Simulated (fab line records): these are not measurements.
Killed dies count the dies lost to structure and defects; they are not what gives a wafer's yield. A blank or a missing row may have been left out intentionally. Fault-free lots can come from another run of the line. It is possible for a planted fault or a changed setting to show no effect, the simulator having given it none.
The tool behind it: which one? -- flow nand-harc -- Sampling: 22 lots, 66 wafers, 3 of 1159 route steps

== WHAT THE GAUGES READ, wafer by wafer ==
NHARC_A_SGD_CUT_CD_MEAS_09: the cd target is 100 nm. Usual: cd-nm 100.3 nm, standard deviation 0.45.
lot,measured,on,cd-nm (nm),flag
L075,day 13 16:17,cd-sem-01,100.0 99.8 99.9,
L074,day 13 16:01,cd-sem-01,100.0 100.2 100.2,
L076,day 14 13:31,cd-sem-03,100.8 100.5 100.3,
L079,day 14 15:37,cd-sem-02,100.0 99.9 100.4,
L078,day 15 01:01,cd-sem-02,100.0 99.9 101.0,
L080,day 15 02:12,cd-sem-03,100.4 100.6 99.5,
L081,day 15 16:05,cd-sem-02,100.8 100.8 100.4,
L082,day 16 08:27,cd-sem-01,100.5 99.7 99.6,
L086,day 16 20:34,cd-sem-03,100.0 99.9 100.2,
L084,day 17 06:53,cd-sem-01,100.5 100.9 101.3,
L085,day 17 08:38,cd-sem-03,100.7 100.1 100.0,
L087,day 17 07:04,cd-sem-03,100.5 100.7 99.8,
L090,day 17 23:52,cd-sem-03,99.9 100.1 99.8,
L089,day 18 00:47,cd-sem-02,100.4 100.1 101.1,
L088,day 17 23:36,cd-sem-02,99.3 99.7 100.5,
L091,day 18 01:44,cd-sem-02,100.5 100.4 100.4,
L092,day 17 23:13,cd-sem-02,100.2 100.7 100.5,
L093,day 18 04:37,cd-sem-02,100.5 100.7 100.0,
L095,day 19 01:32,cd-sem-02,100.1 99.9 99.6,
L094,day 19 00:52,cd-sem-01,101.3 100.9 101.3,
L096,day 19 12:41,cd-sem-03,100.0 100.4 100.0,
L097,day 19 12:59,cd-sem-01,100.2 100.4 99.7,

== WHAT TOOL EACH LOT RAN ON (gives the tool, then ch and the chambers of the sampled wafers, and finally the start) ==
lot,NHARC_A_STAIRCASE_STRIP_316,NHARC_A_STAIRCASE_STRIP_476
L075,"rie-diel-08 ch 1,2,3, day 11 21:37 or earlier","rie-diel-02 ch 2,3, day 11 21:37"
L074,"rie-diel-02 ch 2,3, day 11 22:50 or earlier","rie-diel-01 ch 0,3, day 11 22:50"
L076,"rie-diel-02 ch 2,3, day 12 15:51 or earlier","rie-diel-08 ch 1,2, day 12 15:51"
L079,"rie-diel-01 ch 0,2,3, day 12 19:45 or earlier","rie-diel-02 ch 0,3, day 12 19:45"
L078,"rie-diel-02 ch 0,1, day 13 03:02 or earlier","rie-diel-08 ch 0,2,3, day 13 03:02"
L080,"rie-diel-02 ch 0,1, day 13 05:56 or earlier","rie-diel-08 ch 0,1,3, day 13 05:56"
L081,"rie-diel-01 ch 1,3, day 13 21:06 or earlier","rie-diel-02 ch 1,2,3, day 13 21:06"
L082,"rie-diel-08 ch 1,2,3, day 14 03:01 or earlier","rie-diel-02 ch 2,3, day 14 03:01"
L086,"rie-diel-01 ch 0,1,3, day 14 23:02 or earlier","rie-diel-01 ch 0,1,2, day 14 23:02"
L084,"rie-diel-02 ch 1,2, day 15 05:22 or earlier","rie-diel-02 ch 1,2, day 15 05:22"
L085,"rie-diel-08 ch 1,2,3, day 15 05:38 or earlier","rie-diel-01 ch 1,3, day 15 05:38"
L087,"rie-diel-08 ch 1,2,3, day 15 07:31 or earlier","rie-diel-02 ch 1,2,3, day 15 07:31"
L090,"rie-diel-02 ch 0,1,3, day 15 16:06 or earlier","rie-diel-02 ch 1,2, day 15 16:06"
L089,"rie-diel-01 ch 0,1, day 15 19:26 or earlier","rie-diel-01 ch 1,2, day 15 19:26"
L088,"rie-diel-02 ch 0,2,3, day 15 21:56 or earlier","rie-diel-02 ch 0,3, day 15 21:56"
L091,"rie-diel-01 ch 1,2,3, day 16 04:06 or earlier","rie-diel-02 ch 0,1,2, day 16 04:06"
L092,"rie-diel-08 ch 0,2,3, day 16 06:53 or earlier","rie-diel-02 ch 0,3, day 16 06:53"
L093,"rie-diel-08 ch 1,2,3, day 16 12:47 or earlier","rie-diel-01 ch 2,3, day 16 12:47"
L095,"rie-diel-08 ch 0,3, day 17 03:06 or earlier","rie-diel-08 ch 0,2,3, day 17 03:06"
L094,"rie-diel-08 ch 1,2, day 17 03:46 or earlier","rie-diel-01 ch 0,1,2, day 17 03:46"
L096,"rie-diel-08 ch 0,1, day 17 13:40 or earlier","rie-diel-08 ch 2,3, day 17 13:40"
L097,"rie-diel-08 ch 1,2, day 17 19:43 or earlier","rie-diel-08 ch 0,1,2, day 17 19:43"
- NHARC_A_STAIRCASE_STRIP_316: strips in O2.
- NHARC_A_STAIRCASE_STRIP_476: strips in O2, time 20 s.

== AS READ BY THE TOOLS THEMSELVES (means over the sampled wafers that have a number; for cases with no such wafer, the mark the record gives instead) ==
NHARC_A_STAIRCASE_STRIP_316. Usual: drypump-motor-current-A 5.7 A, standard deviation 0.53; oes-product-au 0.998 a.u., standard deviation 0.01; rf-vpp-V 58.0 V, standard deviation 0.9; showerhead-plenum-p-Torr 3.58 Torr, standard deviation 0.15; throttle-valve-pct 17.037 %, standard deviation 0.0072.
lot,tool,drypump-motor-current-A (A),oes-product-au (a.u.),rf-vpp-V (V),showerhead-plenum-p-Torr (Torr),throttle-valve-pct (%),flag
L075,rie-diel-08,5.6,1.005,57.4,3.46,17.026,
L074,rie-diel-02,6.5,1.002,57.8,3.53,17.039,
L076,rie-diel-02,6.6,1.001,57.9,3.45,17.036,
L079,rie-diel-01,5.5,1.008,58.2,3.63,17.043,
L078,rie-diel-02,5.0,0.994,58.9,3.63,17.043,
L080,rie-diel-02,5.1,0.992,58.1,3.49,17.038,
L081,rie-diel-01,5.2,1.011,58.0,3.59,17.039,
L082,rie-diel-08,5.6,1.005,57.4,3.63,17.037,
L086,rie-diel-01,5.6,0.993,57.8,3.63,17.038,
L084,rie-diel-02,5.6,0.984,57.2,3.42,17.038,
L085,rie-diel-08,5.6,1.000,58.5,3.62,17.039,
L087,rie-diel-08,5.6,0.998,57.4,3.62,17.039,
L090,rie-diel-02,5.6,0.999,57.9,3.49,17.037,
L089,rie-diel-01,5.9,1.000,58.3,3.69,17.037,
L088,rie-diel-02,6.0,1.002,58.4,3.57,17.039,
L091,rie-diel-01,5.4,0.998,58.6,3.54,17.042,
L092,rie-diel-08,5.7,0.994,57.9,3.66,17.035,
L093,rie-diel-08,5.6,0.994,57.6,3.62,17.034,
L095,rie-diel-08,5.7,0.992,58.0,3.59,17.042,
L094,rie-diel-08,5.5,1.003,58.5,3.67,17.044,
L096,rie-diel-08,5.4,0.991,58.0,3.53,17.031,
L097,rie-diel-08,5.3,1.009,57.6,3.55,17.037,

NHARC_A_STAIRCASE_STRIP_476. Usual: drypump-motor-current-A 5.7 A, standard deviation 0.57; oes-product-au 0.998 a.u., standard deviation 0.011; rf-vpp-V 57.9 V, standard deviation 0.88; showerhead-plenum-p-Torr 3.55 Torr, standard deviation 0.16; throttle-valve-pct 17.036 %, standard deviation 0.0091.
lot,tool,drypump-motor-current-A (A),oes-product-au (a.u.),rf-vpp-V (V),showerhead-plenum-p-Torr (Torr),throttle-valve-pct (%),flag
L075,rie-diel-02,6.5,1.005,58.9,3.53,17.038,
L074,rie-diel-01,5.7,0.995,58.5,3.73,17.035,
L076,rie-diel-08,5.5,1.007,56.7,3.34,17.041,
L079,rie-diel-02,6.0,1.004,57.3,3.51,17.032,
L078,rie-diel-08,5.7,1.002,57.4,3.50,17.042,
L080,rie-diel-08,5.6,1.000,58.6,3.56,17.037,
L081,rie-diel-02,6.1,1.001,57.9,3.44,17.030,
L082,rie-diel-02,6.6,1.004,57.5,3.45,17.040,
L086,rie-diel-01,5.7,0.995,58.1,3.59,17.035,
L084,rie-diel-02,5.6,0.985,57.3,3.42,17.031,
L085,rie-diel-01,5.3,1.005,58.4,3.58,17.030,
L087,rie-diel-02,6.1,0.990,58.3,3.43,17.040,
L090,rie-diel-02,6.1,0.987,58.5,3.50,17.039,
L089,rie-diel-01,5.6,1.007,57.5,3.51,17.040,
L088,rie-diel-02,5.5,0.998,57.7,3.63,17.041,
L091,rie-diel-02,5.5,0.994,57.4,3.56,17.031,
L092,rie-diel-02,5.5,1.006,57.1,3.63,17.037,
L093,rie-diel-01,5.4,0.986,58.7,3.52,17.049,
L095,rie-diel-08,5.7,0.990,58.8,3.66,17.028,
L094,rie-diel-01,5.7,0.996,58.4,3.58,17.034,
L096,rie-diel-08,5.8,0.992,58.1,3.73,17.041,
L097,rie-diel-08,5.5,0.998,57.7,3.60,17.039,

== THE ANSWER, worked out from the rows above alone ==
Rule: take the mean of a lot's wafers that have a number; if it is more than 3 standard deviations from the usual mean, the lot is off. Also off: a lot with no number at a reading for which 4 or more lots have one. All remaining lots with rows at the step are treated as sound. The gauges are gone through in route order, then the tools' own readings, and for those a lot's mean is taken as printed above. At the first step where some lot is off, the reading lying furthest off is the one used; lots without a number count as furthest.
None of the lots is off at any reading shown; this tells nothing.

== WHAT THE SIMULATOR PUT IN ==
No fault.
